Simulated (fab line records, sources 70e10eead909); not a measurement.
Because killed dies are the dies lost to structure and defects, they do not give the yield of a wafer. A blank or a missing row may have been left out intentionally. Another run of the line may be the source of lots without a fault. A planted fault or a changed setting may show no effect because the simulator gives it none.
fab line records	flow nand-harc
record: lots: 6	wafers: 18	last-day: 26
route steps=1159 shown A_CHANNEL_HOLE_D1@480 A_CHANNEL_FILL_D1@490 A_STAIRCASE@519 A_SGD_CUT@761 END@1159
lots that met no fault: from a run of the same line without faults
start-h: hours from the record's first day to the start of the lot's first wafer shown	wait-h: hours elapsed since this lot's preceding step	" identical to the entry in the row above	L1.1+2: one row covering several wafers at once	- no value, or no start given	* or withheld: withheld	< > ~ a bound
route shown NAME@n: NAME is a module with steps in the file, n the number in the route of the first one	usual: mean and standard deviation over wafers with no fault	same: alike in all rows	chamber/n: place in a boat	sites: each site's reading	_std_site: their standard deviation	_edge_site: inner sites' mean taken away from outer sites' mean	radius-mm: for every site, how far away it sits from the centre of the wafer	mask NAME#n: copy n	behind: the tool/chamber that last shaped the wafer	hold: the reason the lot was held/the length of the hold in hours/how it ended	device: transistor that didn't switch, given as n, p or np	end of line: at the end of the route, the tests of the same wafers	where a step has no rows: the recipe by itself	killed: dies that structure and defects cost at the first sort, which is not the same as the wafer's yield	map: a wafer's dies, marking killed ones x, the rest . and places with no die _
set.NAME: the setting the step ran with; set.NAME@STEP: the setting that earlier step ran with	model.NAME: the simulator's own value behind a step, which no gauge read
lots at selected steps of the route; one table per step, one row per wafer
services: the hour from which a tool's chamber was out of use, counted from the record's first day as start-h (under 0 if before that day), plus the number of hours and why
== steps ==
step: NHARC_A_CHANNEL_HOLE_D1_STRIP_41
recipe: n2-flow-sccm: 150	h2-flow-sccm: 150	ar-flow-sccm: 0	bias-w: 0	chemistry: N2/H2
step: NHARC_A_CHANNEL_HOLE_D1_STRIP_42
recipe: cf4-flow-sccm: 100	chf3-flow-sccm: 30	ar-flow-sccm: 0	bias-w: 0	chemistry: CF4/CHF3
step: NHARC_A_CHANNEL_HOLE_D1_STRIP_43
recipe: o2-flow-sccm: 400	cos-flow-sccm: 20	ar-flow-sccm: 0	bias-w: 0	chemistry: O2/COS
step: NHARC_A_CHANNEL_HOLE_D1_ETCH_44
recipe: target-depth-a: 1400	overetch-a: 140	time-s: 77	ion-energy-ev: 100	cf4-flow-sccm: 80	o2-flow-sccm: 20	ar-flow-sccm: 0	rf-w: 300	bias-w: 100	chemistry: CF4/O2
step: NHARC_A_CHANNEL_HOLE_D1_STRIP_27
recipe: o2-flow-sccm: 500	ar-flow-sccm: 0	bias-w: 0	chemistry: O2
step: NHARC_A_CHANNEL_HOLE_D1_PRECLEAN_28
recipe: time-s: *	temp-c: 50	bath-age-min: 0	chemistry: SC1
step: NHARC_A_CHANNEL_HOLE_D1_SRD_29
step: NHARC_A_CHANNEL_HOLE_D1_CD_MEAS_30
usual: cd-nm: 90.2/1.3
lot.wafer	tool	chamber	start-h	wait-h	cd-nm
L519.3	cd-sem-02	-	205.77	-	90.7
L519.5	"	-	"	"	92.2
L519.6	"	-	"	"	89.7
L520.3	cd-sem-01	-	223.55	-	89.7
L520.5	"	-	"	"	92.4
L520.6	"	-	"	"	91.0
L524.1	cd-sem-03	-	232.75	-	91.7
L524.4	"	-	"	"	89.9
L524.6	"	-	"	"	91.5
L533.2	cd-sem-02	-	288.57	-	90.7
L533.4	"	-	"	"	89.8
L533.6	"	-	"	"	89.7
L536.4	cd-sem-01	-	307.84	-	92.4
L536.5	"	-	"	"	89.7
L536.6	"	-	"	"	91.6
L537.1	cd-sem-02	-	319.82	-	90.6
L537.4	"	-	"	"	90.6
L537.5	"	-	"	"	89.5
step: NHARC_A_CHANNEL_HOLE_D1_XSEM_31
recipe: landing-energy-ev: 35000
step: NHARC_A_CHANNEL_HOLE_D1_INSPECT_40
usual: raw-defect-count: 61/18
lot.wafer	tool	chamber	start-h	wait-h	raw-defect-count
L519.3	defect-inspect-01	-	205.96	-	60
L519.5	"	-	"	"	76
L519.6	"	-	"	"	99
L520.3	defect-inspect-02	-	223.73	-	66
L520.5	"	-	"	"	59
L520.6	"	-	"	"	74
L524.1	defect-inspect-02	-	232.93	-	48
L524.4	"	-	"	"	43
L524.6	"	-	"	"	49
L533.2	defect-inspect-01	-	288.76	-	86
L533.4	"	-	"	"	108
L533.6	"	-	"	"	95
L536.4	defect-inspect-01	-	308.02	-	62
L536.5	"	-	"	"	68
L536.6	"	-	"	"	74
L537.1	defect-inspect-02	-	320.01	-	55
L537.4	"	-	"	"	39
L537.5	"	-	"	"	38
step: NHARC_A_CHANNEL_FILL_D1_PRECLEAN_00
recipe: time-s: *	temp-c: 50	bath-age-min: 0	chemistry: SC1
step: NHARC_A_CHANNEL_FILL_D1_SRD_01
step: NHARC_A_CHANNEL_FILL_D1_ALD_02
recipe: target-thk-a: 60	pulse-time-s: 10	ald-cycles: 60	temp-c: 300	material: SiO2
usual: heater-power-w: 490/72	precursor-pulse-height-rel: 1.001/0.02
lot.wafer	tool	chamber	start-h	wait-h	heater-power-w	precursor-pulse-height-rel
L519.3	ald-hk-04	2	206.59	-	572	1.015
L519.5	"	0	"	"	471	1.008
L519.6	"	1	"	"	512	1.016
L520.3	ald-hk-04	3	224.23	-	512	0.990
L520.6	"	1	"	"	511	1.007
L520.5	"	2	"	"	580	1.027
L524.1	ald-hk-04	2	233.20	-	558	1.027
L524.4	"	3	"	"	512	1.016
L524.6	"	2	"	"	561	0.995
L533.4	ald-hk-03	0	288.96	-	290	1.011
L533.2	"	3	"	"	496	1.010
L533.6	"	0	"	"	290	0.989
L536.4	ald-hk-04	2	308.21	-	563	1.018
L536.5	"	2	"	"	554	0.976
L536.6	"	3	"	"	523	1.025
L537.1	ald-hk-01	0	320.35	-	470	1.011
L537.4	"	1	"	"	450	1.017
L537.5	"	2	"	"	425	0.999
step: NHARC_A_CHANNEL_FILL_D1_ALD_03
recipe: target-thk-a: 60	pulse-time-s: 60	ald-cycles: 58	temp-c: 630	pressure-torr: 2	material: SiNx
usual: precursor-pulse-height-rel: 0.997/0.021
lot.wafer	tool	chamber	start-h	wait-h	precursor-pulse-height-rel
L519.3	ald-sin-batch-01	0	-	-	1.039
L519.5	"	0	"	"	0.978
L519.6	"	0	"	"	0.984
L520.3	ald-sin-batch-03	0	-	-	1.016
L520.5	"	0	"	"	1.056
L520.6	"	0	"	"	1.016
L524.1	ald-sin-batch-03	0	-	-	0.981
L524.4	"	0	"	"	0.992
L524.6	"	0	"	"	0.970
L533.2	ald-sin-batch-01	0	-	-	0.990
L533.4	"	0	"	"	1.030
L533.6	"	0	"	"	0.983
L536.4	ald-sin-batch-03	0	-	-	0.980
L536.5	"	0	"	"	0.984
L536.6	"	0	"	"	1.018
L537.1	ald-sin-batch-01	0	-	-	0.983
L537.4	"	0	"	"	0.978
L537.5	"	0	"	"	1.020
step: NHARC_A_CHANNEL_FILL_D1_ALD_14
recipe: target-thk-a: 25	pulse-time-s: 10	ald-cycles: 25	temp-c: 300	material: SiO2
step: NHARC_A_CHANNEL_FILL_D1_ALD_15
recipe: target-thk-a: 20	pulse-time-s: 60	ald-cycles: 19	temp-c: 630	pressure-torr: 2	material: SiNx
step: NHARC_A_CHANNEL_FILL_D1_ALD_16
recipe: target-thk-a: 15	pulse-time-s: 10	ald-cycles: 15	temp-c: 300	material: SiO2
usual: heater-power-w: 478/73	precursor-pulse-height-rel: 1.002/0.018
lot.wafer	tool	chamber	start-h	wait-h	heater-power-w	precursor-pulse-height-rel
L519.3	ald-hk-01	3	218.11	0.1	535	0.985
L519.6	"	0	"	"	475	1.033
L519.5	"	1	"	"	445	0.998
L520.3	ald-hk-03	2	240.55	4.8	581	0.994
L520.6	"	1	"	"	428	0.986
L520.5	"	2	"	"	593	0.996
L524.4	ald-hk-03	0	245.80	0.4	288	0.998
L524.1	"	1	"	"	425	1.015
L524.6	"	1	"	"	433	0.999
L533.4	ald-hk-03	3	301.25	0.1	497	0.979
L533.2	"	1	"	"	426	1.028
L533.6	"	3	"	"	506	1.006
L536.4	ald-hk-01	1	320.70	0.3	459	0.995
L536.6	"	3	"	"	539	0.989
L536.5	"	0	"	"	468	0.986
L537.1	ald-hk-01	2	332.91	0.0	437	0.999
L537.4	"	1	"	"	458	1.003
L537.5	"	3	"	"	547	1.005
step: NHARC_A_CHANNEL_FILL_D1_ANNEAL_17
recipe: temp-c: 850	time-s: 1800
step: NHARC_A_CHANNEL_FILL_D1_CVD_18
recipe: target-thk-a: 30	temp-c: 550	material: poly-Si
step: NHARC_A_CHANNEL_FILL_D1_ETCHBACK_19
recipe: target-depth-a: 50	time-s: 1.7	hbr-flow-sccm: 150	cl2-flow-sccm: 50	rf-w: 400	icp-w: 400	bias-w: 100	chemistry: HBr/Cl2
step: NHARC_A_CHANNEL_FILL_D1_ETCHBACK_20
recipe: target-depth-a: 270	time-s: 13.5	c4f8-flow-sccm: withheld	o2-flow-sccm: 8	ar-flow-sccm: withheld	rf-w: 600	bias-w: 1500	chemistry: C4F8/O2/Ar
step: NHARC_A_CHANNEL_FILL_D1_STRIP_28
recipe: time-s: 20	o2-flow-sccm: 500	ar-flow-sccm: 0	bias-w: 0	chemistry: O2
usual: drypump-motor-current-A: 5.6/0.47	oes-product-au: 1.001/0.01	rf-vpp-V: 57.7/0.93	showerhead-plenum-p-Torr: 3.52/0.12	throttle-valve-pct: 17.037/0.0092
lot.wafer	tool	chamber	start-h	wait-h	drypump-motor-current-A	oes-product-au	rf-hours-counter-h	rf-vpp-V	showerhead-plenum-p-Torr	throttle-valve-pct
L519.3	rie-diel-04	0	230.03	0.1	5.2	0.994	3	56.4	3.33	17.043
L519.6	"	1	"	"	6.3	0.981	-	58.6	3.60	17.038
L519.5	"	2	"	"	5.8	1.010	-	57.5	3.68	17.041
L520.3	rie-diel-01	1	252.52	0.1	6.3	0.998	3	56.5	3.47	17.049
L520.6	"	1	"	"	6.3	0.989	-	57.8	3.47	17.025
L520.5	"	2	"	"	5.3	0.980	-	57.1	3.42	17.038
L524.1	rie-diel-04	3	257.66	0.1	5.5	0.990	3	57.9	3.53	17.053
L524.4	"	0	"	"	5.2	0.992	3	56.8	3.33	17.052
L524.6	"	3	"	"	5.4	0.997	-	58.1	3.53	17.033
L533.4	rie-diel-04	3	313.46	0.1	5.5	1.010	0	57.2	3.53	17.047
L533.2	"	0	"	"	5.2	1.006	0	58.1	3.33	17.031
L533.6	"	3	"	"	5.5	1.008	-	57.9	3.53	17.037
L536.4	rie-diel-04	3	332.58	0.1	5.5	1.007	1	59.1	3.53	17.038
L536.6	"	3	"	"	5.4	0.990	-	57.9	3.53	17.033
L536.5	"	0	"	"	5.2	0.997	-	58.6	3.32	17.056
L537.1	rie-diel-01	1	344.79	0.1	6.4	1.004	1	58.4	3.47	17.036
L537.4	"	2	"	"	5.3	0.983	1	56.2	3.42	17.033
L537.5	"	3	"	"	5.3	1.001	-	57.8	3.46	17.031
step: NHARC_A_CHANNEL_FILL_D1_PRECLEAN_21
recipe: time-s: 30	chemistry: dHF
step: NHARC_A_CHANNEL_FILL_D1_SRD_23
step: NHARC_A_CHANNEL_FILL_D1_CVD_05
recipe: target-thk-a: 50	temp-c: 550	material: poly-Si
step: NHARC_A_CHANNEL_FILL_D1_ANNEAL_22
recipe: temp-c: 620	time-s: 7200
step: NHARC_A_CHANNEL_FILL_D1_ALD_25
recipe: target-thk-a: 600	pulse-time-s: 10	ald-cycles: 600	temp-c: 300	material: SiOx
usual: heater-power-w: 483/75	precursor-pulse-height-rel: 0.999/0.02
lot.wafer	tool	chamber	start-h	wait-h	heater-power-w	precursor-pulse-height-rel
L519.3	ald-hk-01	2	244.47	3.0	411	0.987
L519.6	"	3	"	"	541	1.009
L519.5	"	0	"	"	458	1.007
L520.3	ald-hk-03	2	265.38	1.3	598	0.999
L520.6	"	0	266.62	2.5	294	0.989
L520.5	"	1	"	"	420	0.991
L524.1	ald-hk-03	1	270.59	1.3	424	0.985
L524.4	"	3	271.82	2.5	500	1.008
L524.6	"	1	273.06	3.7	436	0.981
L533.2	ald-hk-04	1	326.70	1.3	487	1.012
L533.4	"	2	"	"	547	1.004
L533.6	"	0	328.53	3.1	480	1.024
L536.4	ald-hk-03	3	347.64	0.8	529	0.986
L536.6	"	2	349.49	2.6	583	1.016
L536.5	"	3	"	"	524	1.005
L537.4	ald-hk-01	3	357.95	0.7	526	1.002
L537.1	"	0	"	"	471	0.933
L537.5	"	3	360.40	3.1	549	1.029
step: NHARC_A_CHANNEL_FILL_D1_ETCHBACK_08
recipe: target-depth-a: 2200	time-s: 110	c4f8-flow-sccm: 20	ar-flow-sccm: withheld	rf-w: 600	bias-w: 300	chemistry: C4F8
step: NHARC_A_CHANNEL_FILL_D1_STRIP_29
recipe: time-s: 20	o2-flow-sccm: 500	ar-flow-sccm: 0	bias-w: 0	chemistry: O2
usual: drypump-motor-current-A: 5.7/0.48	oes-product-au: 1.003/0.01	rf-vpp-V: 57.7/0.92	showerhead-plenum-p-Torr: 3.51/0.12	throttle-valve-pct: 17.037/0.0092
lot.wafer	tool	chamber	start-h	wait-h	drypump-motor-current-A	oes-product-au	rf-hours-counter-h	rf-vpp-V	showerhead-plenum-p-Torr	throttle-valve-pct
L519.3	rie-diel-04	0	-	-	5.2	0.990	3	57.3	3.33	17.051
L519.6	"	1	"	"	6.3	0.983	-	56.7	3.60	17.039
L519.5	"	2	"	"	5.8	0.996	-	57.6	3.68	17.030
L520.3	rie-diel-04	0	269.89	0.2	5.2	1.008	4	56.9	3.33	17.040
L520.6	"	0	"	"	5.2	1.011	-	57.4	3.33	17.047
L520.5	"	3	"	"	5.5	1.002	-	56.2	3.53	17.028
L524.4	rie-diel-04	2	-	-	5.8	0.998	4	58.3	3.68	17.057
L524.1	"	3	"	"	5.5	1.004	4	59.0	3.53	17.037
L524.6	"	1	"	"	6.3	0.999	-	58.7	3.60	17.034
L533.4	rie-diel-04	1	-	-	6.3	1.009	1	57.3	3.60	17.043
L533.2	"	2	"	"	5.8	1.008	1	57.9	3.68	17.028
L533.6	"	0	"	"	5.2	1.012	-	56.6	3.32	17.037
L536.4	rie-diel-04	3	-	-	5.5	0.999	1	58.4	3.53	17.033
L536.6	"	0	"	"	5.2	1.002	-	57.1	3.32	17.037
L536.5	"	1	"	"	6.3	1.008	-	57.5	3.60	17.030
L537.4	rie-diel-04	1	-	-	6.3	1.007	2	58.2	3.60	17.043
L537.1	"	2	"	"	5.8	1.008	1	58.1	3.68	17.033
L537.5	"	0	"	"	5.2	1.007	-	57.4	3.32	17.033
step: NHARC_A_CHANNEL_FILL_D1_PRECLEAN_30
recipe: time-s: 30	chemistry: dHF
step: NHARC_A_CHANNEL_FILL_D1_SRD_31
step: NHARC_A_CHANNEL_FILL_D1_CVD_09
recipe: target-thk-a: 1500	temp-c: 620	pressure-mtorr: 200	time-s: 3000	material: poly-Si
step: NHARC_A_CHANNEL_FILL_D1_CMP_10
recipe: target-thk-nm: 150
step: NHARC_A_CHANNEL_FILL_D1_SRD_12
step: NHARC_A_CHANNEL_FILL_D1_RTA_24
recipe: temp-c: 1000	time-s: 5
step: NHARC_A_STAIRCASE_DEP_156
recipe: target-thk-a: 500	temp-c: 400	target-thk-nm: 50	flow-sccm: 200	rf-w: 450	material: SiNx
step: NHARC_A_STAIRCASE_DEHYDRATE_158
recipe: temp-c: 150	time-s: 120
step: NHARC_A_STAIRCASE_HMDS_159
recipe: time-s: 30
step: NHARC_A_SGD_CUT_DESCUM_14
recipe: time-s: 3	o2-flow-sccm: 200	ar-flow-sccm: 0	bias-power-w: 0	chemistry: O2
usual: drypump-motor-current-A: 5.8/0.41	oes-product-au: 0.999/0.012	rf-vpp-V: 57.7/0.98	showerhead-plenum-p-Torr: 1.90/0.068	throttle-valve-pct: 11.312/0.0091
lot.wafer	tool	chamber	start-h	wait-h	hold	drypump-motor-current-A	oes-product-au	rf-hours-counter-h	rf-vpp-V	showerhead-plenum-p-Torr	throttle-valve-pct
L519.3	rie-diel-07	3	325.72	0.1	-	6.3	0.987	7	58.9	1.86	11.297
L519.6	"	0	"	"	-	5.8	1.009	-	57.8	1.87	11.312
L519.5	"	1	"	"	-	5.8	1.020	-	55.0	1.78	11.314
L520.3	rie-diel-07	0	371.74	2.2	await-dispo/2.1h/release	5.8	1.019	10	57.5	1.87	11.309
L520.6	"	0	"	"	await-dispo/2.1h/release	5.8	1.009	-	56.2	1.87	11.323
L520.5	"	1	"	"	await-dispo/2.1h/release	5.8	1.026	-	56.4	1.78	11.301
L524.1	rie-diel-02	0	374.96	8.5	await-dispo/8.4h/release	5.9	0.993	2	58.0	2.02	11.321
L524.4	"	2	"	"	await-dispo/8.4h/release	5.1	0.989	-	58.0	1.94	11.311
L524.6	"	0	"	"	await-dispo/8.4h/release	5.9	0.999	-	57.2	2.02	11.309
L533.4	rie-diel-02	0	407.23	0.1	-	6.0	0.995	5	58.1	2.02	11.309
L533.2	"	2	"	"	-	5.1	0.990	6	56.0	1.94	11.316
L533.6	"	0	"	"	-	6.0	0.995	-	58.7	2.02	11.314
L536.4	rie-diel-10	3	442.36	0.1	-	5.6	0.991	9	59.0	1.89	11.302
L536.5	"	0	"	"	-	5.7	0.996	-	56.5	1.89	11.324
L536.6	"	1	"	"	-	5.2	0.986	-	58.6	1.83	11.306
L537.1	rie-diel-10	3	449.35	0.1	-	5.6	0.971	9	56.8	1.89	11.321
L537.5	"	0	"	"	-	5.7	0.996	-	56.7	1.89	11.303
L537.4	"	2	"	"	-	6.5	0.987	-	58.0	1.94	11.314
step: NHARC_END_SORT_01
recipe: temp-c: 25
usual: killed-at-array: 28/9.1	killed-at-other: 0.6/0.87	killed-at-periphery: 3.4/2.7	killed-dies: 32/9	killed-open: 3.2/1.9	killed-short: 2.0/1.3
same: gross-dies: 677
lot.wafer	tool	chamber	start-h	wait-h	killed-at-array	killed-at-other	killed-at-periphery	killed-dies	killed-open	killed-short
L520.3	prober-02	0	528.44	3.1	106	0	6	112	5	1
L520.5	prober-02	0	530.04	3.7	102	1	3	106	8	1
L520.6	prober-02	0	530.84	4.0	58	1	4	63	0	1
L524.1	prober-02	0	533.32	2.5	93	0	4	97	4	2
L524.4	prober-02	0	535.69	3.4	102	1	5	108	3	1
L524.6	prober-02	0	537.28	4.0	101	1	3	105	6	2
killed by level:class
L520.3 A_CHANNEL_FILL_D1:unspecified=70 A_SLIT:chamber-film-flake=16 A_CHANNEL_HOLE_D1:chamber-film-flake=9 A_STAIRCASE:chamber-film-flake=6 A_CONTACT:chamber-film-flake=3 P_M0:geometric-particle:open=2 P_M0:geometric-particle:short=1 P_M1:geometric-particle:open=1
L520.5 A_CHANNEL_FILL_D1:unspecified=66 A_SLIT:chamber-film-flake=18 A_CHANNEL_HOLE_D1:chamber-film-flake=8 A_CONTACT:geometric-particle:open=3 A_CONTACT:chamber-film-flake=3 P_CONTACT:geometric-particle:open=2 A_ONON_D1:geometric-particle:open=2 A_CHANNEL_FILL_D1:geometric-particle:open=1
L520.6 A_CHANNEL_FILL_D1:unspecified=37 A_SLIT:chamber-film-flake=15 A_CONTACT:chamber-film-flake=4 P_GATE:chamber-film-flake=2 A_CONTACT:geometric-particle:short=1 P_ZERO_WELL:chamber-film-flake=1 P_BONDPAD:chamber-film-flake=1 A_WL_FILL:chamber-film-flake=1
L524.1 A_CHANNEL_FILL_D1:unspecified=68 A_SLIT:chamber-film-flake=12 A_CHANNEL_HOLE_D1:chamber-film-flake=6 A_STAIRCASE:chamber-film-flake=2 P_M0:geometric-particle:short=1 P_M1:geometric-particle:open=1 A_SLIT:geometric-particle:short=1 A_CONTACT:geometric-particle:open=1
L524.4 A_CHANNEL_FILL_D1:unspecified=70 A_SLIT:chamber-film-flake=22 A_CHANNEL_HOLE_D1:chamber-film-flake=3 A_CHANNEL_FILL_D1:chamber-film-flake=2 P_ZERO_WELL:chamber-film-flake=2 P_M0:geometric-particle:open=1 A_CHANNEL_HOLE_D1:geometric-particle:open=1 A_CHANNEL_FILL_D1:geometric-particle:open=1
L524.6 A_CHANNEL_FILL_D1:unspecified=66 A_SLIT:chamber-film-flake=21 A_CHANNEL_HOLE_D1:chamber-film-flake=4 P_CONTACT:geometric-particle:open=2 A_CONTACT:geometric-particle:open=2 A_STAIRCASE:chamber-film-flake=2 A_CONTACT:chamber-film-flake=2 P_M1:geometric-particle:open=1
map L520.3 (x killed, . not)
____________x____________
_________..xx..._________
_______.....xxx..._______
______....x........______
_____.....xx........_____
____.x...............____
____.x...............____
___x.x................___
___x..................___
__.x.xx...........x....__
__.x.x.................__
_.x.x.x................._
_...x........x.........._
_...x..................._
_.x...x...x............._
_............x.........._
.................xx...x..
...........x.....x.x.....
...............xxxxxx....
...............xxxxxx....
..x..........x.xxxxxx....
_.......x......xxxxxxx.._
_.............xxxxxxxx.._
_...x..........xxxxxxx.._
_.............xxxxxxxx.._
_..............xxxxx..x._
__.x...........xxxx....__
__.x...........x.xxxx..__
___............xxx.x..___
___...................___
____...............x.____
____.....xx..........____
_____..............._____
______.............______
_______..........._______
_________......._________
____________.____________
map L524.4 (x killed, . not)
____________.____________
_________......._________
_______..........._______
______.............______
_____..............._____
____.................____
____.x...............____
___...................___
___...................___
__.xxx....x.......x....__
__xxxxxx...............__
_..xx.xx.............x.._
_..xx...........x....x.._
_.xxxx....x............._
_...x..x.............x.._
_................x......_
.................xx......
.......x...........x.....
.............x.xxxx.xx...
...............xxxxxx....
..............xxxxxxxx...
_..............xxxxxxx.._
_........x....xxxxxxx..._
_............xxxxxxxx..._
_......x......xxxxxxxx.._
_.............xxxxxxx..._
__.............xxxxx...__
__...........xx.xxxx...__
___...................___
___...................___
____...x..x......x...____
____.................____
_____..............._____
______.............______
_______..........._______
_________......._________
____________.____________
== services ==
tool	chamber	start-h	hours	kind
ald-hk-04	-	188.76	10.0	pm
rie-diel-10	-	189.32	9.0	pm
rie-diel-10	1	205.37	6.8	repair
rie-diel-01	1	209.82	1.7	repair
rie-diel-01	1	216.98	9.4	repair
rie-diel-07	-	228.23	9.0	pm
rie-diel-07	2	247.84	8.5	repair
rie-diel-04	2	263.96	11.4	repair
rie-diel-04	-	288.90	9.0	pm
ald-hk-03	-	307.79	0.9	repair
rie-diel-01	-	314.81	9.0	pm
ald-sin-batch-03	-	315.23	26.0	pm
rie-diel-10	0	319.42	20.1	repair
rie-diel-02	-	327.70	9.0	pm
rie-diel-04	-	331.96	0.3	repair
rie-diel-01	-	342.49	0.3	repair
rie-diel-07	0	359.57	5.1	repair
rie-diel-02	1	361.99	10.7	repair
rie-diel-04	1	363.92	5.9	repair
rie-diel-10	-	366.32	9.0	pm
ald-hk-04	-	369.38	10.0	pm
rie-diel-04	-	404.41	1.9	repair
ald-hk-01	-	427.01	1.7	repair
rie-diel-04	1	430.49	14.9	repair
== key ==
first-sign: step: NHARC_END_SORT_01	reading: killed-dies	direction: up	sigmas: 7.4	usual: 32	struck: 98
effect: step: NHARC_END_SORT_01	reading: killed-at-array	direction: up	sigmas: 7.3	usual: 28	struck: 94
more-kills-born-at: NHARC_A_CHANNEL_FILL_D1_ALD_02@ald-hk-04: 377
met-at NHARC_A_CHANNEL_FILL_D1_ALD_02
struck-wafers L520.3,L520.5,L520.6,L524.1,L524.4,L524.6
tester-left-out L520,L524
onset-between 206.59 224.23
fault: kind: chamber-particle-source	tool: ald-hk-04	chamber: -	onset-h: 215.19	steps: NHARC_A_CHANNEL_FILL_D1_ALD_02	rate-per-visit-cm2: 0.38239	end-h: 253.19
tester-left-out: of these lots the tester's yield and bins aren't shown, on N5 and GAA mostly nor the transistor test; their killed dies are dies lost to structure and defects alone, not to doping, threshold or leakage, so they don't give the yield
